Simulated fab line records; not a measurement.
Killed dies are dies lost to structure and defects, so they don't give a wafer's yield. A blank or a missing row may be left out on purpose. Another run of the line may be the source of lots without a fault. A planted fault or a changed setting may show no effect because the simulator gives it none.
Which tool did it? + flow n5-finfet + 72 wafers from 24 lots sampled at 6 of the route's 1938 steps

== WHAT THE GAUGES SHOWED, per wafer ==
N5_BEOL_M9_CD_MEAS_28 targets a cd of 70 nm.
| lot  | measured     | on        | cd-nm (nm)        |
|------|--------------|-----------|-------------------|
| L075 | day 10 19:50 | cd-sem-03 | 69.72 70.04 69.76 |
| L074 | day 10 23:20 | cd-sem-01 | 70.29 69.53 69.97 |
| L076 | day 11 07:43 | cd-sem-02 | 70.51 69.90 69.77 |
| L077 | day 11 13:23 | cd-sem-02 | 70.06 69.86 69.65 |
| L079 | day 11 18:41 | cd-sem-01 | 70.19 70.22 70.40 |
| L078 | day 11 18:50 | cd-sem-01 | 69.85 69.97 70.02 |
| L080 | day 11 20:36 | cd-sem-01 | 70.07 70.06 69.71 |
| L083 | day 12 03:29 | cd-sem-03 | 70.23 69.97 70.23 |
| L081 | day 12 23:10 | cd-sem-02 | 70.34 70.33 70.00 |
| L084 | day 13 08:34 | cd-sem-03 | 69.99 69.93 69.76 |
| L082 | day 13 08:37 | cd-sem-03 | 70.20 70.29 70.14 |
| L088 | day 13 11:47 | cd-sem-03 | 69.94 70.13 69.66 |
| L085 | day 13 17:26 | cd-sem-03 | 70.35 70.06 70.44 |
| L086 | day 14 04:28 | cd-sem-02 | 70.54 69.87 70.00 |
| L087 | day 14 06:58 | cd-sem-03 | 70.19 70.01 69.97 |
| L089 | day 14 12:14 | cd-sem-01 | 69.81 70.04 70.21 |
| L092 | day 14 18:26 | cd-sem-03 | 70.60 70.08 70.78 |
| L090 | day 14 22:43 | cd-sem-02 | 70.52 69.74 70.10 |
| L091 | day 14 23:40 | cd-sem-03 | 69.69 69.82 69.55 |
| L093 | day 15 07:40 | cd-sem-03 | 69.96 69.78 69.95 |
| L094 | day 15 12:35 | cd-sem-02 | 70.08 70.25 70.00 |
| L095 | day 15 21:12 | cd-sem-02 | 70.14 70.13 70.18 |
| L096 | day 16 12:40 | cd-sem-03 | 70.24 69.81 69.82 |
| L097 | day 16 19:59 | cd-sem-02 | 70.00 70.36 69.83 |

N5_BEOL_M10_CD_MEAS_11 targets a cd of 64.1 nm.
| lot  | measured     | on        | cd-nm (nm)     |
|------|--------------|-----------|----------------|
| L075 | day 11 02:44 | cd-sem-01 | 63.8 63.5 63.7 |
| L074 | day 11 06:41 | cd-sem-02 | 64.1 64.3 64.6 |
| L076 | day 11 14:44 | cd-sem-01 | 65.0 64.9 65.1 |
| L077 | day 11 19:39 | cd-sem-03 | 63.7 63.2 63.9 |
| L079 | day 11 23:40 | cd-sem-01 | 64.2 64.6 64.4 |
| L078 | day 11 23:50 | cd-sem-03 | 64.5 63.9 64.5 |
| L080 | day 12 04:35 | cd-sem-03 | 65.0 66.1 65.0 |
| L083 | day 12 09:10 | cd-sem-01 | 63.6 64.2 63.5 |
| L081 | day 13 05:54 | cd-sem-02 | 64.2 63.2 64.0 |
| L084 | day 13 15:44 | cd-sem-02 | 64.1 64.2 64.4 |
| L082 | day 13 15:55 | cd-sem-03 | 64.2 63.7 64.1 |
| L088 | day 13 19:02 | cd-sem-02 | 64.3 64.9 64.5 |
| L085 | day 13 23:00 | cd-sem-02 | 64.5 64.2 64.3 |
| L086 | day 14 09:02 | cd-sem-02 | 65.0 65.3 64.6 |
| L087 | day 14 11:13 | cd-sem-01 | 64.3 64.4 64.9 |
| L089 | day 14 19:22 | cd-sem-03 | 63.8 64.1 64.0 |
| L092 | day 14 23:07 | cd-sem-03 | 64.1 64.4 63.6 |
| L090 | day 15 04:53 | cd-sem-01 | 63.8 63.9 63.7 |
| L091 | day 15 05:04 | cd-sem-03 | 64.5 64.5 64.2 |
| L093 | day 15 13:38 | cd-sem-03 | 63.6 63.0 63.8 |
| L094 | day 15 18:45 | cd-sem-02 | 64.4 64.8 64.1 |
| L095 | day 16 02:16 | cd-sem-01 | 63.9 64.4 63.6 |
| L096 | day 16 17:46 | cd-sem-02 | 63.8 63.5 63.7 |
| L097 | day 17 01:38 | cd-sem-01 | 64.4 63.8 64.1 |

== WHAT TOOL EACH LOT RAN ON (gives the tool, then ch and the chambers of the sampled wafers, and finally the start) ==
| lot  | N5_BEOL_M9_ETCH_65                 | N5_BEOL_M9_ETCH_41                            | N5_BEOL_M10_ILD_DEP_00          | N5_BEOL_M10_HM_DEP_02        |
|------|------------------------------------|-----------------------------------------------|---------------------------------|------------------------------|
| L075 | rie-diel-02 ch 2,3, day 10 20:01   | rie-diel-02 ch 2,3, day 11 00:15 or earlier   | pecvd-01 ch 0,1,2, day 11 00:15 | pvd-sputter-01, day 11 02:22 |
| L074 | rie-diel-05 ch 0,3, day 10 23:31   | rie-diel-05 ch 0,3, day 11 03:18 or earlier   | pecvd-03 ch 1,2, day 11 03:18   | pvd-sputter-01, day 11 06:11 |
| L076 | rie-diel-04 ch 1,2,3, day 11 07:55 | rie-diel-04 ch 1,2,3, day 11 12:08 or earlier | pecvd-03 ch 0,1,2, day 11 12:08 | pvd-sputter-01, day 11 14:14 |
| L077 | rie-diel-02 ch 0,1, day 11 13:34   | rie-diel-02 ch 0,1, day 11 16:53 or earlier   | pecvd-03 ch 0,2, day 11 16:53   | pvd-sputter-03, day 11 19:17 |
| L079 | rie-diel-02 ch 0,2,3, day 11 18:55 | rie-diel-02 ch 0,2,3, day 11 22:17 or earlier | pecvd-01 ch 0,2, day 11 22:17   | pvd-sputter-03, day 11 23:10 |
| L078 | rie-diel-04 ch 0,2,3, day 11 19:21 | rie-diel-04 ch 0,2,3, day 11 22:22 or earlier | pecvd-04 ch 1,2, day 11 22:22   | pvd-sputter-01, day 11 23:13 |
| L080 | rie-diel-05 ch 2,3, day 11 20:46   | rie-diel-05 ch 2,3, day 11 23:44 or earlier   | pecvd-01 ch 0,1, day 11 23:44   | pvd-sputter-01, day 12 04:05 |
| L083 | rie-diel-04 ch 0,3, day 12 03:40   | rie-diel-04 ch 0,3, day 12 07:34 or earlier   | pecvd-04 ch 1,2, day 12 07:34   | pvd-sputter-01, day 12 08:40 |
| L081 | rie-diel-04 ch 0,1,3, day 12 23:21 | rie-diel-04 ch 0,1,3, day 13 04:16 or earlier | pecvd-03 ch 0,2, day 13 04:16   | pvd-sputter-01, day 13 05:24 |
| L084 | rie-diel-05 ch 0,1,2, day 13 08:45 | rie-diel-05 ch 0,1,2, day 13 12:23 or earlier | pecvd-03 ch 0,2, day 13 12:23   | pvd-sputter-02, day 13 15:21 |
| L082 | rie-diel-02 ch 1,2,3, day 13 08:47 | rie-diel-02 ch 1,2,3, day 13 12:32 or earlier | pecvd-04 ch 0,1, day 13 12:32   | pvd-sputter-02, day 13 15:33 |
| L088 | rie-diel-02 ch 0,1, day 13 12:01   | rie-diel-02 ch 0,1, day 13 17:01 or earlier   | pecvd-03 ch 1,2, day 13 17:01   | pvd-sputter-01, day 13 18:32 |
| L085 | rie-diel-05 ch 0,1,2, day 13 17:37 | rie-diel-05 ch 0,1,2, day 13 20:53 or earlier | pecvd-03 ch 1,2, day 13 20:53   | pvd-sputter-02, day 13 22:30 |
| L086 | rie-diel-02 ch 2,3, day 14 04:38   | rie-diel-02 ch 2,3, day 14 07:16 or earlier   | pecvd-01 ch 0,1, day 14 07:16   | pvd-sputter-03, day 14 08:40 |
| L087 | rie-diel-05 ch 0,3, day 14 07:12   | rie-diel-05 ch 0,3, day 14 10:02 or earlier   | pecvd-01 ch 0,1,2, day 14 10:02 | pvd-sputter-01, day 14 10:44 |
| L089 | rie-diel-04 ch 0,3, day 14 12:41   | rie-diel-04 ch 0,3, day 14 16:19 or earlier   | pecvd-03 ch 0,2, day 14 16:19   | pvd-sputter-01, day 14 18:59 |
| L092 | rie-diel-04 ch 0,1,2, day 14 18:37 | rie-diel-04 ch 0,1,2, day 14 21:13 or earlier | pecvd-03 ch 0,1,2, day 14 21:13 | pvd-sputter-01, day 14 22:37 |
| L090 | rie-diel-05 ch 1,2,3, day 14 22:53 | rie-diel-05 ch 1,2,3, day 15 02:38 or earlier | pecvd-01 ch 0,1, day 15 02:38   | pvd-sputter-01, day 15 04:24 |
| L091 | rie-diel-05 ch 0,1,2, day 14 23:59 | rie-diel-05 ch 0,1,2, day 15 03:07 or earlier | pecvd-03 ch 0,1,2, day 15 03:07 | pvd-sputter-03, day 15 04:34 |
| L093 | rie-diel-02 ch 0,1,3, day 15 07:50 | rie-diel-02 ch 0,1,3, day 15 10:48 or earlier | pecvd-03 ch 1,2, day 15 10:48   | pvd-sputter-01, day 15 13:08 |
| L094 | rie-diel-05 ch 0,2,3, day 15 12:45 | rie-diel-05 ch 0,2,3, day 15 17:02 or earlier | pecvd-03 ch 0,1,2, day 15 17:02 | pvd-sputter-01, day 15 18:23 |
| L095 | rie-diel-05 ch 2,3, day 15 21:23   | rie-diel-05 ch 2,3, day 16 00:14 or earlier   | pecvd-04 ch 0,1,2, day 16 00:14 | pvd-sputter-02, day 16 01:53 |
| L096 | rie-diel-02 ch 1,2, day 16 12:51   | rie-diel-02 ch 1,2, day 16 16:08 or earlier   | pecvd-04 ch 0,2, day 16 16:08   | pvd-sputter-01, day 16 17:23 |
| L097 | rie-diel-05 ch 0,1,3, day 16 20:09 | rie-diel-05 ch 0,1,3, day 16 23:26 or earlier | pecvd-03 ch 0, day 16 23:26     | pvd-sputter-03, day 17 01:08 |
- N5_BEOL_M9_ETCH_65: etches SiARC in CF4, target depth 15.6 nm, time 26 s.
- N5_BEOL_M9_ETCH_41: etches SiCN in CH3F/O2, target depth 36.6 nm, time 70.1 s.
- N5_BEOL_M10_ILD_DEP_00: deposits SiCOH lowk from DEMS/porogen, target thk 308.51 nm, time 58 s.
- N5_BEOL_M10_HM_DEP_02: deposits TiN, target thk 20 nm.

== WHAT THE TOOLS THEMSELVES READ (means of the sampled wafers that have a number; where no wafer has one, the mark that the record gives instead) ==
N5_BEOL_M9_ETCH_65.
| lot  | tool        | drypump-motor-current-A (A) | etch-rf-on-time-s (s) | oes-product-au (a.u.) | rf-vpp-V (V) | showerhead-plenum-p-Torr (Torr) | throttle-valve-pct (%) |
|------|-------------|-----------------------------|-----------------------|-----------------------|--------------|---------------------------------|------------------------|
| L075 | rie-diel-02 | 5.7                         | 25.7                  | 0.76                  | 183.9        | 2.15                            | 15.52                  |
| L074 | rie-diel-05 | 5.6                         | 25.8                  | 0.63                  | 183.8        | 2.10                            | 15.67                  |
| L076 | rie-diel-04 | 5.9                         | 26.1                  | 0.65                  | 184.0        | 2.14                            | 15.84                  |
| L077 | rie-diel-02 | 5.5                         | 25.5                  | 0.66                  | 183.3        | 2.12                            | 15.84                  |
| L079 | rie-diel-02 | 5.8                         | 25.7                  | 0.69                  | 185.6        | 2.15                            | 15.65                  |
| L078 | rie-diel-04 | 5.7                         | 26.0                  | 0.70                  | 184.3        | 2.20                            | 15.72                  |
| L080 | rie-diel-05 | 5.8                         | 25.9                  | 0.70                  | 183.6        | 2.20                            | 15.52                  |
| L083 | rie-diel-04 | 5.3                         | 25.7                  | 0.72                  | 184.7        | 2.19                            | 15.55                  |
| L081 | rie-diel-04 | 5.4                         | 26.3                  | 0.74                  | 184.7        | 2.14                            | 15.54                  |
| L084 | rie-diel-05 | 5.7                         | 26.5                  | 0.69                  | 184.9        | 2.15                            | 15.65                  |
| L082 | rie-diel-02 | 5.5                         | 25.2                  | 0.73                  | 184.2        | 2.15                            | 15.61                  |
| L088 | rie-diel-02 | 5.6                         | 25.8                  | 0.65                  | 183.6        | 2.11                            | 15.88                  |
| L085 | rie-diel-05 | 5.7                         | 26.5                  | 0.68                  | 184.5        | 2.15                            | 15.65                  |
| L086 | rie-diel-02 | 5.8                         | 25.9                  | 0.72                  | 184.2        | 2.14                            | 15.58                  |
| L087 | rie-diel-05 | 5.7                         | 26.0                  | 0.73                  | 185.9        | 2.26                            | 15.44                  |
| L089 | rie-diel-04 | 5.7                         | 26.0                  | 0.66                  | 183.1        | 2.12                            | 15.74                  |
| L092 | rie-diel-04 | 5.4                         | 25.9                  | 0.74                  | 184.2        | 2.20                            | 15.57                  |
| L090 | rie-diel-05 | 5.9                         | 26.4                  | 0.63                  | 184.3        | 2.14                            | 15.72                  |
| L091 | rie-diel-05 | 5.7                         | 26.5                  | 0.67                  | 183.5        | 2.15                            | 15.68                  |
| L093 | rie-diel-02 | 5.5                         | 25.6                  | 0.68                  | 183.0        | 2.10                            | 15.78                  |
| L094 | rie-diel-05 | 5.6                         | 26.0                  | 0.71                  | 184.7        | 2.20                            | 15.55                  |
| L095 | rie-diel-05 | 5.8                         | 26.1                  | 0.67                  | 185.0        | 2.18                            | 15.59                  |
| L096 | rie-diel-02 | 5.6                         | 25.9                  | 0.70                  | 184.9        | 2.19                            | 15.65                  |
| L097 | rie-diel-05 | 5.9                         | 26.6                  | 0.67                  | 184.8        | 2.20                            | 15.63                  |

N5_BEOL_M9_ETCH_41.
| lot  | tool        | O2_flow_sccm (sccm) | drypump-motor-current-A (A) | oes-product-au (a.u.) | rf-vpp-V (V) | showerhead-plenum-p-Torr (Torr) | throttle-valve-pct (%) |
|------|-------------|---------------------|-----------------------------|-----------------------|--------------|---------------------------------|------------------------|
| L075 | rie-diel-02 | 20.05               | 5.7                         | 0.89                  | 298.3        | 2.00                            | 16.24                  |
| L074 | rie-diel-05 | 19.99               | 5.6                         | 0.74                  | 296.8        | 1.96                            | 16.34                  |
| L076 | rie-diel-04 | 20.03               | 5.8                         | 0.77                  | 297.1        | 2.00                            | 16.58                  |
| L077 | rie-diel-02 | 20.03               | 5.5                         | 0.77                  | 296.8        | 1.98                            | 16.56                  |
| L079 | rie-diel-02 | 20.04               | 5.8                         | 0.81                  | 298.2        | 2.01                            | 16.36                  |
| L078 | rie-diel-04 | 20.00               | 5.7                         | 0.83                  | 298.3        | 2.05                            | 16.45                  |
| L080 | rie-diel-05 | 19.96               | 5.8                         | 0.82                  | 298.2        | 2.05                            | 16.24                  |
| L083 | rie-diel-04 | 19.92               | 5.3                         | 0.84                  | 298.8        | 2.06                            | 16.32                  |
| L081 | rie-diel-04 | 19.95               | 5.4                         | 0.87                  | 296.9        | 2.01                            | 16.33                  |
| L084 | rie-diel-05 | 20.01               | 5.7                         | 0.81                  | 297.9        | 2.01                            | 16.36                  |
| L082 | rie-diel-02 | 20.06               | 5.6                         | 0.87                  | 298.0        | 2.00                            | 16.31                  |
| L088 | rie-diel-02 | 20.05               | 5.5                         | 0.75                  | 296.8        | 1.97                            | 16.59                  |
| L085 | rie-diel-05 | 20.05               | 5.7                         | 0.80                  | 297.2        | 2.01                            | 16.36                  |
| L086 | rie-diel-02 | 19.99               | 5.7                         | 0.84                  | 297.2        | 2.00                            | 16.29                  |
| L087 | rie-diel-05 | 20.01               | 5.7                         | 0.86                  | 299.0        | 2.11                            | 16.14                  |
| L089 | rie-diel-04 | 20.07               | 5.7                         | 0.79                  | 297.0        | 1.99                            | 16.53                  |
| L092 | rie-diel-04 | 20.03               | 5.4                         | 0.86                  | 298.9        | 2.06                            | 16.30                  |
| L090 | rie-diel-05 | 20.02               | 5.9                         | 0.74                  | 297.6        | 2.00                            | 16.43                  |
| L091 | rie-diel-05 | 19.96               | 5.7                         | 0.78                  | 297.4        | 2.00                            | 16.38                  |
| L093 | rie-diel-02 | 19.97               | 5.5                         | 0.80                  | 296.7        | 1.96                            | 16.51                  |
| L094 | rie-diel-05 | 20.00               | 5.6                         | 0.82                  | 297.9        | 2.05                            | 16.25                  |
| L095 | rie-diel-05 | 19.98               | 5.8                         | 0.79                  | 297.4        | 2.04                            | 16.31                  |
| L096 | rie-diel-02 | 20.00               | 5.6                         | 0.82                  | 298.1        | 2.04                            | 16.29                  |
| L097 | rie-diel-05 | 20.02               | 5.9                         | 0.78                  | 298.1        | 2.06                            | 16.32                  |

N5_BEOL_M10_ILD_DEP_00.
| lot  | tool     | heater-power-w (W) | showerhead-plenum-p-Torr (Torr) | throttle-valve-pct (%) |
|------|----------|--------------------|---------------------------------|------------------------|
| L075 | pecvd-01 | 377                | 5.737                           | 14.6                   |
| L074 | pecvd-03 | 336                | 5.725                           | 13.9                   |
| L076 | pecvd-03 | 361                | 5.731                           | 14.1                   |
| L077 | pecvd-03 | 276                | 5.744                           | 13.9                   |
| L079 | pecvd-01 | 335                | 5.733                           | 14.7                   |
| L078 | pecvd-04 | 350                | 5.723                           | 13.6                   |
| L080 | pecvd-01 | 434                | 5.738                           | 15.5                   |
| L083 | pecvd-04 | 321                | 5.733                           | 13.5                   |
| L081 | pecvd-03 | 313                | 5.753                           | 14.0                   |
| L084 | pecvd-03 | 373                | 5.748                           | 14.3                   |
| L082 | pecvd-04 | 346                | 5.732                           | 13.8                   |
| L088 | pecvd-03 | 326                | 5.729                           | 14.1                   |
| L085 | pecvd-03 | 349                | 5.724                           | 14.3                   |
| L086 | pecvd-01 | 381                | 5.741                           | 14.6                   |
| L087 | pecvd-01 | 354                | 5.744                           | 14.7                   |
| L089 | pecvd-03 | 299                | 5.750                           | 13.9                   |
| L092 | pecvd-03 | 363                | 5.743                           | 14.4                   |
| L090 | pecvd-01 | 391                | 5.751                           | 14.6                   |
| L091 | pecvd-03 | 354                | 5.745                           | 14.1                   |
| L093 | pecvd-03 | 310                | 5.734                           | 13.7                   |
| L094 | pecvd-03 | 335                | 5.733                           | 14.3                   |
| L095 | pecvd-04 | 323                | 5.743                           | 13.6                   |
| L096 | pecvd-04 | 341                | 5.743                           | 13.6                   |
| L097 | pecvd-03 | 368                | 5.757                           | 14.7                   |

N5_BEOL_M10_HM_DEP_02.
| lot  | tool           | throttle-valve-pct (%) |
|------|----------------|------------------------|
| L075 | pvd-sputter-01 | 30.4                   |
| L074 | pvd-sputter-01 | 29.9                   |
| L076 | pvd-sputter-01 | 30.6                   |
| L077 | pvd-sputter-03 | 29.0                   |
| L079 | pvd-sputter-03 | 29.7                   |
| L078 | pvd-sputter-01 | 30.1                   |
| L080 | pvd-sputter-01 | 29.5                   |
| L083 | pvd-sputter-01 | 30.1                   |
| L081 | pvd-sputter-01 | 30.6                   |
| L084 | pvd-sputter-02 | 30.0                   |
| L082 | pvd-sputter-02 | 29.9                   |
| L088 | pvd-sputter-01 | 29.6                   |
| L085 | pvd-sputter-02 | 29.7                   |
| L086 | pvd-sputter-03 | 30.6                   |
| L087 | pvd-sputter-01 | 29.9                   |
| L089 | pvd-sputter-01 | 29.9                   |
| L092 | pvd-sputter-01 | 29.9                   |
| L090 | pvd-sputter-01 | 30.2                   |
| L091 | pvd-sputter-03 | 29.8                   |
| L093 | pvd-sputter-01 | 30.1                   |
| L094 | pvd-sputter-01 | 30.1                   |
| L095 | pvd-sputter-02 | 30.1                   |
| L096 | pvd-sputter-01 | 29.9                   |
| L097 | pvd-sputter-03 | 28.9                   |

== THE ANSWER, worked out from the rows above alone ==
Rule: usual is defined by the lots themselves. Put in order of their means at a reading, lots are off if they are a third of the lots or fewer, leave a main group of 4 or more, and stand apart from it by a gap of 3 or more times the standard deviation of the main group's means; of several such gaps the widest counts. A main group is skipped when, at the precision printed for the reading in the tables above, its means are all equal. Also off: a lot with no number at a reading for which 4 or more lots have one. Any other lot the step has rows for is counted as sound. The gauges are gone through in route order, then the tools' own readings, and for those a lot's mean is taken as printed above. At the first step where some lot is off, the reading lying furthest off is the one used; lots without a number count as furthest.
No lot is off at any reading shown: from this, nothing can be told.

== WHAT THE SIMULATOR HAD INSERTED ==
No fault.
